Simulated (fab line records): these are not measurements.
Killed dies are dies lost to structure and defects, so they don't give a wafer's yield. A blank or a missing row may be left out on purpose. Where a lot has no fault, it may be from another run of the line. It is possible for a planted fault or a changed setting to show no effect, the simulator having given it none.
Matching of chambers ; flow nand-harc ; NHARC_A_BLC_STRIP_29 on rie-diel-12 has 4 sister chambers
The step strips in CF4. 4 wafers are shown with their chamber, then 12 later ones without.

== WAFERS WITH THEIR CHAMBER ==
wafer;chamber;showerhead-plenum-p-Torr (Torr)
L090.1;1;1.84
L090.3;2;1.86
L093.2;3;1.68
L093.5;0;1.81

== WAFERS WITH NO CHAMBER GIVEN ==
wafer;showerhead-plenum-p-Torr (Torr)
L091.1;1.81
L091.3;1.86
L091.4;1.68
L091.2;1.83
L091.5;1.86
L091.6;1.68
L096.1;1.81
L096.5;1.86
L096.6;1.83
L097.1;1.86
L097.3;1.83
L097.4;1.81

== WHICH CHAMBER EACH WENT THROUGH ==
wafer;from the rows above;in truth
L091.1;0;0
L091.3;2;2
L091.4;3;3
L091.2;1;1
L091.5;2;2
L091.6;3;3
L096.1;0;0
L096.5;2;2
L096.6;1;1
L097.1;2;2
L097.3;1;1
L097.4;0;0
Correctly placed: 12 of 12. Number that these rows cannot place: 0. Wrongly placed: 0.
How it was worked out, from the rows above alone: a wafer's distance from a chamber is the root of the sum, over the readings, of the square of ((its reading less the chamber's mean) divided by the reading's scatter). If the next closest chamber is less than 2 further off than the closest, the wafer can't be placed; otherwise it belongs to the closest. For every chamber, the mean is computed from those of its wafers that are shown. The scatter: root of mean squared gap, hidden wafer to nearest shown wafer, with one shown wafer a chamber.
